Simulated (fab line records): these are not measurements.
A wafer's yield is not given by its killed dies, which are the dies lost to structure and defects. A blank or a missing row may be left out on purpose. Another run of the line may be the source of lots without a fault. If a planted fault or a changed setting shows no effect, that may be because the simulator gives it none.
fab line records -- flow nandHarc
record: lots: 13, wafers: 39, lastDay: 24
route steps=1159 shown A_SLIT@803 A_WL_FILL@810 END@1159
lots untouched by any fault: they come from a run of this same line in which no faults occurred
startH: hours from the record's first day to the start of the lot's first wafer shown -- waitH: how many hours have passed since the lot's step before this one -- " same as the row above -- L1.1+2: a row that stands for several wafers -- - either no value or no given start -- * or withheld: withheld -- < > ~ a bound
route shown NAME@n: names a module that has steps shown in the file, with the first one's number in the route -- usual: mean and standard deviation over wafers with no fault -- same: alike in all rows -- chamber/n: place in a boat -- sites: each site's reading -- _std_site: the values' standard deviation -- _edge_site: outer sites' mean less inner sites' -- radiusMm: how far each site lies from the wafer's centre -- mask NAME#n: copy n -- behind: tool/chamber where the wafer was last shaped -- hold: why the lot went on hold/how many hours it stayed there/how the hold came to an end -- device: the n, p or np transistor that did not switch -- end of line: at the end of the route, the tests of the same wafers -- for a step that has no rows: nothing shown but its recipe -- killed: not the wafer's yield, but the dies lost to structure and defects at the first sort -- map: the dies of a wafer, with x for killed, . for not killed, _ for no die there
set.NAME: the setting the step ran with; set.NAME@STEP: the setting that earlier step ran with -- model.NAME: the simulator's own value behind a step, which no gauge read
steps of the route over a sample of lots; a table a step, a row a wafer
services: when a tool's chamber went out of use (startH, in hours from the record's first day, below 0 if earlier), for how many hours, and the reason
== steps ==
step: NHARC_A_SLIT_CD_MEAS_21
usual: cdNm: 289.3/1.2
lot.wafer,tool,chamber,startH,waitH,cdNm
L739.1,cdSem-01,-,333.92,-,290.9
L739.3,cdSem-01,-,333.92,-,291.3
L739.4,cdSem-01,-,333.92,-,290.1
L737.1,cdSem-03,-,334.11,-,287.6
L737.2,cdSem-03,-,334.11,-,286.9
L737.6,cdSem-03,-,334.11,-,285.9
L736.1,cdSem-02,-,335.60,-,291.5
L736.3,cdSem-02,-,335.60,-,291.5
L736.4,cdSem-02,-,335.60,-,291.5
L740.1,cdSem-02,-,338.12,-,290.1
L740.3,cdSem-02,-,338.12,-,290.9
L740.4,cdSem-02,-,338.12,-,290.3
L735.1,cdSem-02,-,338.39,-,289.8
L735.2,cdSem-02,-,338.39,-,289.2
L735.5,cdSem-02,-,338.39,-,289.5
L741.3,cdSem-02,-,357.52,-,290.1
L741.4,cdSem-02,-,357.52,-,289.4
L741.6,cdSem-02,-,357.52,-,289.2
L744.1,cdSem-01,-,373.03,-,289.5
L744.2,cdSem-01,-,373.03,-,289.7
L744.6,cdSem-01,-,373.03,-,290.1
L742.1,cdSem-03,-,386.35,-,289.9
L742.2,cdSem-03,-,386.35,-,289.7
L742.6,cdSem-03,-,386.35,-,290.1
L751.3,cdSem-01,-,417.77,-,289.8
L751.5,cdSem-01,-,417.77,-,288.8
L751.6,cdSem-01,-,417.77,-,288.7
L753.4,cdSem-02,-,426.56,-,291.6
L753.5,cdSem-02,-,426.56,-,290.6
L753.6,cdSem-02,-,426.56,-,290.1
L752.1,cdSem-03,-,427.25,-,288.5
L752.3,cdSem-03,-,427.25,-,287.5
L752.4,cdSem-03,-,427.25,-,288.6
L758.2,cdSem-01,-,453.14,-,288.3
L758.4,cdSem-01,-,453.14,-,288.7
L758.6,cdSem-01,-,453.14,-,288.7
L757.2,cdSem-01,-,456.36,-,290.0
L757.3,cdSem-01,-,456.36,-,289.8
L757.6,cdSem-01,-,456.36,-,290.8
step: NHARC_A_WL_FILL_RTA_01
recipe: tempC: 1000, timeS: 5
usual: lampPowerPct: 34.7/0.83, wafer_temp_C_max: 1006.6/1.4
lot.wafer,tool,chamber,startH,waitH,lampPowerPct,wafer_temp_C_max
L739.1,rtpAnneal-02,0,341.91,-,33.7,1005.0
L739.3,rtpAnneal-02,0,341.91,-,33.7,1005.1
L739.4,rtpAnneal-02,0,341.91,-,33.7,1006.9
L737.1,rtpAnneal-01,0,342.07,-,35.3,1006.5
L737.2,rtpAnneal-01,0,342.07,-,35.4,1005.0
L737.6,rtpAnneal-01,0,342.07,-,35.4,1008.3
L736.1,rtpAnneal-02,0,342.18,-,33.8,1005.5
L736.3,rtpAnneal-02,0,342.18,-,33.7,1007.4
L736.4,rtpAnneal-02,0,342.18,-,33.7,1005.0
L740.1,rtpAnneal-02,0,346.31,-,33.7,1004.6
L740.3,rtpAnneal-02,0,346.31,-,33.7,1005.6
L740.4,rtpAnneal-02,0,346.31,-,33.6,1006.8
L735.1,rtpAnneal-01,0,346.33,-,35.5,1005.5
L735.2,rtpAnneal-01,0,346.33,-,35.3,1005.6
L735.5,rtpAnneal-01,0,346.33,-,35.4,1005.0
L741.3,rtpAnneal-01,0,365.97,-,35.4,1008.1
L741.4,rtpAnneal-01,0,365.97,-,35.4,1008.7
L741.6,rtpAnneal-01,0,365.97,-,35.4,1006.9
L744.1,rtpAnneal-02,0,381.12,-,33.6,1005.7
L744.2,rtpAnneal-02,0,381.12,-,33.7,1008.3
L744.6,rtpAnneal-02,0,381.12,-,33.7,1005.6
L742.1,rtpAnneal-01,0,393.51,-,35.4,1006.4
L742.2,rtpAnneal-01,0,393.51,-,35.4,1007.5
L742.6,rtpAnneal-01,0,393.51,-,35.3,1007.2
L751.3,rtpAnneal-02,0,425.79,-,33.7,1006.2
L751.5,rtpAnneal-02,0,425.79,-,33.7,1005.4
L751.6,rtpAnneal-02,0,425.79,-,33.7,1003.4
L753.4,rtpAnneal-01,0,434.65,-,35.3,1006.4
L753.5,rtpAnneal-01,0,434.65,-,35.3,1008.5
L753.6,rtpAnneal-01,0,434.65,-,35.4,1006.4
L752.1,rtpAnneal-02,0,434.74,-,33.7,1004.8
L752.3,rtpAnneal-02,0,434.74,-,33.7,1006.0
L752.4,rtpAnneal-02,0,434.74,-,33.7,1005.0
L758.2,rtpAnneal-01,0,463.42,-,35.4,1008.2
L758.4,rtpAnneal-01,0,463.42,-,35.4,1007.2
L758.6,rtpAnneal-01,0,463.42,-,35.4,1009.4
L757.2,rtpAnneal-01,0,464.45,-,35.4,1007.7
L757.3,rtpAnneal-01,0,464.45,-,35.4,1004.9
L757.6,rtpAnneal-01,0,464.45,-,35.3,1007.7
step: NHARC_A_WL_FILL_ALD_10
recipe: targetThkA: 500, pulseTimeS: 10, aldCycles: 500, tempC: 300, material: SiO2
usual: heaterPowerW: 482/45, precursorPulseHeightRel: 1.000/0.018
lot.wafer,tool,chamber,startH,waitH,heaterPowerW,precursorPulseHeightRel
L739.4,aldHk-01,1,349.40,0.1,436,1.009
L739.3,aldHk-01,2,349.40,0.1,449,0.993
L739.1,aldHk-01,0,350.95,1.6,460,0.985
L736.4,aldHk-03,1,355.37,0.1,440,0.988
L736.1,aldHk-03,2,355.37,0.1,481,1.008
L736.3,aldHk-03,0,356.89,1.7,523,1.018
L740.3,aldHk-01,1,355.49,0.2,428,0.999
L740.1,aldHk-01,2,355.49,0.2,451,1.011
L740.4,aldHk-01,0,357.04,1.8,451,1.006
L737.1,aldHk-02,1,355.80,0.6,489,0.991
L737.2,aldHk-02,2,355.80,0.6,461,1.012
L737.6,aldHk-02,0,357.33,2.1,609,0.976
L735.2,aldHk-02,0,358.35,3.1,589,0.996
L735.1,aldHk-02,3,359.85,4.6,444,0.980
L735.5,aldHk-02,1,360.85,5.6,509,0.974
L741.3,aldHk-03,2,379.32,0.1,485,0.975
L741.4,aldHk-03,1,380.88,1.6,427,0.978
L741.6,aldHk-03,3,381.92,2.6,486,1.012
L744.2,aldHk-02,3,391.34,0.4,451,0.980
L744.1,aldHk-02,0,391.34,0.4,579,1.005
L744.6,aldHk-02,3,393.42,2.5,448,0.989
L742.2,aldHk-02,2,403.29,0.1,461,0.999
L742.1,aldHk-02,1,404.85,1.6,500,0.968
L742.6,aldHk-02,3,405.89,2.6,450,1.005
L751.3,aldHk-02,2,438.49,0.0,454,1.004
L751.5,aldHk-02,2,440.56,2.1,475,0.980
L751.6,aldHk-02,3,440.56,2.1,439,0.990
L752.3,aldHk-02,0,444.29,0.0,608,1.013
L752.1,aldHk-02,1,444.29,0.0,512,0.982
L752.4,aldHk-02,3,445.81,1.6,442,1.020
L753.4,aldHk-01,3,445.92,1.7,464,0.988
L753.6,aldHk-01,0,445.92,1.7,453,0.984
L753.5,aldHk-01,1,445.92,1.7,425,0.990
L758.2,aldHk-02,3,472.60,0.1,432,0.994
L758.4,aldHk-02,2,474.14,1.6,458,0.977
L758.6,aldHk-02,3,474.14,1.6,442,0.963
L757.3,aldHk-03,0,475.57,0.0,515,1.000
L757.2,aldHk-03,3,477.08,1.6,499,1.027
L757.6,aldHk-03,0,477.08,1.6,501,1.018
step: NHARC_A_WL_FILL_ETCHBACK_26
recipe: targetDepthA: 520, timeS: 13.3, hbrFlowSccm: 150, rfW: 350, icpW: 350, biasW: 60, chemistry: HBr
usual: chamberPressureMTorr: 15.000/0.014, drypumpMotorCurrentA: 5.7/0.54, oesProductAu: 0.997/0.0091, throttleValvePct: 23.265/0.0097
lot.wafer,tool,chamber,startH,waitH,chamberPressureMTorr,drypumpMotorCurrentA,oesProductAu,rfHoursCounterH,throttleValvePct
L739.4,rieSi-04,3,359.44,0.4,15.007,6.4,0.985,0.6,23.271
L739.1,rieSi-04,0,359.44,0.4,14.992,6.3,0.999,0.5,23.289
L739.3,rieSi-04,2,359.44,0.4,14.980,6.6,0.992,0.6,23.259
L740.1,rieSi-04,1,365.46,0.4,15.013,4.8,0.999,0.6,23.282
L740.3,rieSi-04,2,365.46,0.4,14.994,6.6,0.983,0.6,23.254
L740.4,rieSi-04,0,365.46,0.4,15.014,6.3,0.991,0.7,23.276
L737.1,rieSi-02,3,365.47,0.4,15.001,4.8,0.989,0.9,23.257
L737.2,rieSi-02,1,365.47,0.4,15.006,5.6,1.002,1.0,23.271
L737.6,rieSi-02,2,365.47,0.4,15.010,5.6,0.993,-,23.245
L736.3,rieSi-02,1,365.53,0.5,14.977,5.5,0.997,1.1,23.247
L736.4,rieSi-02,3,365.53,0.5,14.999,4.8,0.996,1.0,23.275
L736.1,rieSi-02,0,365.53,0.5,14.996,5.5,1.004,0.9,23.268
L735.1,rieSi-04,0,368.31,0.4,14.984,6.4,0.996,0.8,23.254
L735.2,rieSi-04,1,368.31,0.4,14.999,4.8,0.988,0.7,23.273
L735.5,rieSi-04,2,368.31,0.4,15.016,6.6,0.976,-,23.251
L741.3,rieSi-04,3,389.59,0.4,15.011,6.4,0.988,0.8,23.274
L741.4,rieSi-04,1,389.59,0.4,15.015,4.8,0.999,0.8,23.269
L741.6,rieSi-04,0,389.59,0.4,15.001,6.3,0.997,-,23.262
L744.1,rieSi-02,2,401.63,0.4,15.014,5.6,1.003,0.1,23.247
L744.2,rieSi-02,3,401.63,0.4,15.007,4.8,1.004,0.0,23.261
L744.6,rieSi-02,1,401.63,0.4,15.028,5.6,0.995,-,23.261
L742.1,rieSi-06,3,413.34,0.4,14.975,5.8,0.986,0.2,23.264
L742.2,rieSi-06,1,413.34,0.4,14.992,5.3,0.997,0.3,23.261
L742.6,rieSi-06,3,413.34,0.4,15.003,5.8,0.993,-,23.271
L751.3,rieSi-06,0,448.55,0.4,15.007,5.9,1.008,0.5,23.259
L751.6,rieSi-06,2,448.55,0.4,15.010,5.7,0.912,-,23.281
L751.5,rieSi-06,3,448.55,0.4,15.015,5.8,1.001,-,23.267
L753.4,rieSi-06,1,454.09,0.4,14.999,5.3,0.911,0.7,23.265
L753.6,rieSi-06,1,454.09,0.4,15.007,5.3,0.919,-,23.261
L753.5,rieSi-06,2,454.09,0.4,15.019,5.7,1.000,-,23.263
L752.4,rieSi-02,2,454.09,0.4,14.978,5.7,1.003,0.4,23.273
L752.1,rieSi-02,3,454.09,0.4,15.001,4.8,0.997,0.3,23.240
L752.3,rieSi-02,1,454.09,0.4,15.003,5.5,0.998,0.4,23.256
L758.2,rieSi-04,3,482.49,0.4,14.988,6.4,0.989,0.1,23.262
L758.4,rieSi-04,0,482.49,0.4,14.993,6.3,1.001,0.1,23.262
L758.6,rieSi-04,2,482.49,0.4,15.007,6.6,0.965,-,23.266
L757.2,rieSi-02,1,485.77,0.4,15.035,5.6,0.989,0.6,23.241
L757.3,rieSi-02,2,485.77,0.4,15.021,5.7,0.992,0.7,23.273
L757.6,rieSi-02,1,485.77,0.4,14.999,5.6,0.994,-,23.277
step: NHARC_END_SORT_01
recipe: tempC: 25
usual: killedAtArray: 27/9.3, killedAtOther: 0.9/1.3, killedAtPeriphery: 3.6/2.7, killedDies: 31/9.7, killedOpen: 3.3/1.8, killedShort: 2.0/1.5
same: grossDies: 677
lot.wafer,tool,chamber,startH,waitH,killedAtArray,killedAtOther,killedAtPeriphery,killedDies,killedOpen,killedShort
L739.1,prober-01,0,446.73,2.5,29,1,5,35,4,0
L739.3,prober-01,0,448.32,3.1,12,1,5,18,1,2
L739.4,prober-01,0,449.12,3.4,15,3,6,24,2,2
L741.3,prober-02,0,473.12,3.1,11,0,4,15,2,2
L741.4,prober-02,0,473.91,3.4,18,0,5,23,4,2
L741.6,prober-02,0,475.49,3.9,19,0,14,33,5,2
L744.1,prober-01,0,480.72,2.5,30,4,4,38,4,2
L744.2,prober-01,0,481.51,2.8,59,0,4,63,5,6
L744.6,prober-01,0,484.69,4.0,31,0,9,40,2,4
L753.4,prober-02,0,543.44,3.4,25,0,1,26,5,3
L753.5,prober-02,0,544.25,3.7,28,0,2,30,4,2
L753.6,prober-02,0,545.06,4.0,27,0,2,29,1,1
L751.3,prober-01,0,550.41,3.1,23,0,0,23,3,1
L751.5,prober-01,0,552.00,3.7,25,1,2,28,0,3
L751.6,prober-01,0,552.80,4.0,20,0,0,20,1,1
L758.2,prober-02,0,563.43,2.8,35,0,5,40,2,0
L758.4,prober-02,0,565.02,3.4,40,0,7,47,2,8
L758.6,prober-02,0,566.60,4.0,31,1,4,36,7,1
killed by level:class
L739.1 A_SLIT:chamberFilmFlake=10 A_CONTACT:chamberFilmFlake=7 P_M1:chamberFilmFlake=3 A_STAIRCASE:chamberFilmFlake=3 A_WL_FILL:chamberFilmFlake=3 A_WL_FILL:geometricParticle:open=2 A_CHANNEL_HOLE_D1:chamberFilmFlake=2 A_CHANNEL_FILL_D1:geometricParticle:open=1
L739.3 A_SLIT:chamberFilmFlake=7 A_CONTACT:chamberFilmFlake=2 P_CONTACT:geometricParticle:short=1 P_M0:geometricParticle:open=1 A_M0:geometricParticle:short=1 P_STI:chamberFilmFlake=1 P_GATE:chamberFilmFlake=1 P_M1:chamberFilmFlake=1
L739.4 A_SLIT:chamberFilmFlake=6 P_M1:chamberFilmFlake=4 A_CONTACT:chamberFilmFlake=3 A_CONTACT:geometricParticle:open=2 A_STAIRCASE:chamberFilmFlake=2 THIN_TSV:chamberFilmFlake=2 A_M0:geometricParticle:short=1 STARTING-WAFER:geometricParticle:short=1
L741.3 A_CHANNEL_HOLE_D1:chamberFilmFlake=5 P_BONDPAD:chamberFilmFlake=4 A_STAIRCASE:chamberFilmFlake=2 A_ONON_D1:geometricParticle:short=1 A_CHANNEL_FILL_D1:geometricParticle:short=1 A_CONTACT:geometricParticle:open=1 A_M1:geometricParticle:open=1
L741.4 A_CHANNEL_HOLE_D1:chamberFilmFlake=7 A_STAIRCASE:chamberFilmFlake=5 A_ONON_D1:geometricParticle:open=2 P_STI:chamberFilmFlake=2 P_CONTACT:geometricParticle:short=1 A_WL_FILL:geometricParticle:open=1 A_CONTACT:geometricParticle:short=1 A_CONTACT:geometricParticle:open=1
L741.6 P_BONDPAD:chamberFilmFlake=9 A_CHANNEL_HOLE_D1:chamberFilmFlake=9 P_STI:chamberFilmFlake=2 A_SGD_CUT:chamberFilmFlake=2 A_STAIRCASE:chamberFilmFlake=2 P_GATE:geometricParticle:open=1 P_M0:geometricParticle:open=1 A_CHANNEL_FILL_D1:geometricParticle:open=1
L744.1 A_CHANNEL_HOLE_D1:chamberFilmFlake=10 A_SLIT:chamberFilmFlake=10 A_CONTACT:chamberFilmFlake=3 A_STAIRCASE:chamberFilmFlake=3 A_M1:geometricParticle:short=2 THIN_TSV:chamberFilmFlake=2 P_GATE:geometricParticle:open=1 A_ONON_D1:geometricParticle:open=1
L744.2 A_CHANNEL_HOLE_D1:chamberFilmFlake=22 A_SLIT:chamberFilmFlake=15 A_CONTACT:chamberFilmFlake=11 A_WL_FILL:geometricParticle:open=2 A_M0:geometricParticle:short=2 P_CONTACT:chamberFilmFlake=2 P_CONTACT:geometricParticle:open=1 P_M0:geometricParticle:short=1
L744.6 A_SLIT:chamberFilmFlake=12 A_CHANNEL_HOLE_D1:chamberFilmFlake=9 P_M2:chamberFilmFlake=5 A_CONTACT:chamberFilmFlake=3 P_CONTACT:chamberFilmFlake=2 A_WL_FILL:chamberFilmFlake=2 P_CONTACT:geometricParticle:short=1 P_M0:geometricParticle:open=1
L753.4 A_SLIT:chamberFilmFlake=13 A_CHANNEL_HOLE_D1:chamberFilmFlake=4 P_M1:geometricParticle:open=1 A_ONON_D1:geometricParticle:short=1 A_CHANNEL_FILL_D1:geometricParticle:open=1 A_WL_FILL:geometricParticle:short=1 A_BLC:geometricParticle:open=1 A_M0:geometricParticle:short=1
L753.5 A_SLIT:chamberFilmFlake=16 A_CHANNEL_HOLE_D1:chamberFilmFlake=3 A_CONTACT:chamberFilmFlake=3 P_STI:geometricParticle:open=1 P_M0:geometricParticle:open=1 A_ONON_D1:geometricParticle:open=1 A_CHANNEL_HOLE_D1:geometricParticle:short=1 A_CHANNEL_FILL_D1:geometricParticle:short=1
L753.6 A_SLIT:chamberFilmFlake=20 A_CHANNEL_HOLE_D1:chamberFilmFlake=4 P_M1:geometricParticle:short=1 A_M0:geometricParticle:open=1 P_GATE:chamberFilmFlake=1 A_CHANNEL_FILL_D1:chamberFilmFlake=1 A_CONTACT:chamberFilmFlake=1
L751.3 A_CHANNEL_HOLE_D1:chamberFilmFlake=12 A_CONTACT:chamberFilmFlake=4 A_STAIRCASE:chamberFilmFlake=2 A_ONON_D1:geometricParticle:short=1 A_CHANNEL_FILL_D1:geometricParticle:open=1 A_WL_FILL:geometricParticle:open=1 A_CONTACT:geometricParticle:open=1 A_ZERO_WELL:chamberFilmFlake=1
L751.5 A_CHANNEL_HOLE_D1:chamberFilmFlake=14 A_CONTACT:chamberFilmFlake=6 P_GATE:chamberFilmFlake=2 A_CHANNEL_FILL_D1:geometricParticle:short=1 A_WL_FILL:geometricParticle:short=1 STARTING-WAFER:geometricParticle:short=1 A_ZERO_WELL:chamberFilmFlake=1 A_CHANNEL_FILL_D1:chamberFilmFlake=1
L751.6 A_CHANNEL_HOLE_D1:chamberFilmFlake=15 A_CONTACT:chamberFilmFlake=2 A_WL_FILL:geometricParticle:short=1 A_CONTACT:geometricParticle:open=1 A_STAIRCASE:chamberFilmFlake=1
L758.2 A_CONTACT:chamberFilmFlake=12 A_CHANNEL_HOLE_D1:chamberFilmFlake=5 P_STI:chamberFilmFlake=4 A_STAIRCASE:chamberFilmFlake=4 A_SGD_CUT:chamberFilmFlake=3 A_WL_FILL:chamberFilmFlake=3 A_BONDPAD:chamberFilmFlake=3 A_CHANNEL_FILL_D1:chamberFilmFlake=2
L758.4 A_CHANNEL_HOLE_D1:chamberFilmFlake=8 A_CONTACT:chamberFilmFlake=6 A_BONDPAD:chamberFilmFlake=6 A_STAIRCASE:chamberFilmFlake=4 A_SGD_CUT:chamberFilmFlake=4 A_ONON_D1:geometricParticle:short=3 P_GATE:chamberFilmFlake=3 A_WL_FILL:chamberFilmFlake=3
L758.6 A_CONTACT:chamberFilmFlake=11 A_CHANNEL_HOLE_D1:chamberFilmFlake=7 A_ONON_D1:geometricParticle:open=2 P_STI:chamberFilmFlake=2 A_BLC:chamberFilmFlake=2 A_CHANNEL_FILL_D1:chamberFilmFlake=2 P_GATE:geometricParticle:open=1 A_SGD_CUT:geometricParticle:short=1
== services ==
tool,chamber,startH,hours,kind
aldHk-03,-,322.88,10.0,pm
rieSi-06,-,360.00,9.0,pm
rieSi-02,3,360.79,3.4,repair
rieSi-04,-,378.16,0.8,repair
rieSi-02,-,388.00,9.0,pm
rieSi-02,0,388.00,9.0,ventCycle
rieSi-02,1,388.00,9.0,ventCycle
rieSi-02,2,388.00,9.0,ventCycle
rieSi-02,3,388.00,9.0,ventCycle
aldHk-01,-,390.47,1.4,repair
rieSi-02,0,397.00,-,clean
rieSi-02,1,397.00,-,clean
rieSi-02,2,397.00,-,clean
rieSi-06,2,399.12,1.0,repair
aldHk-01,-,406.88,10.0,pm
rieSi-04,3,435.09,4.5,repair
rieSi-04,-,453.00,9.0,pm
aldHk-02,0,460.88,10.0,ventCycle
aldHk-02,3,460.88,10.0,ventCycle
aldHk-03,-,469.55,0.7,repair
aldHk-02,0,470.88,-,clean
aldHk-02,1,470.88,-,clean
aldHk-02,2,470.88,-,clean
aldHk-02,3,470.88,-,clean
== key ==
firstSign: step: NHARC_A_WL_FILL_ETCHBACK_26, reading: oesProductAu, direction: down, sigmas: 9.1, usual: 0.997, struck: 0.914
effect none on later readings
metAt NHARC_A_WL_FILL_ETCHBACK_26
struckLots L751,L753
struckWafers L751.6,L753.4,L753.6
testerLeftOut L751,L753
notActingAt NHARC_A_SLIT_CD_MEAS_21,NHARC_A_WL_FILL_RTA_01,NHARC_A_WL_FILL_ALD_10
onsetBetween 413.34 448.55
fault: kind: processParameterDrift, tool: rieSi-06, chamber: -, onsetH: 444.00, steps: NHARC_A_WL_FILL_ETCHBACK_26, channel: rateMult, offset: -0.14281, shape: step, endH: 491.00, scope: struckWafersOnly
testerLeftOut: of these lots the tester's yield and bins aren't shown, on N5 and GAA mostly nor the transistor test; their killed dies are dies lost to structure and defects alone, not to doping, threshold or leakage, so they don't give the yield
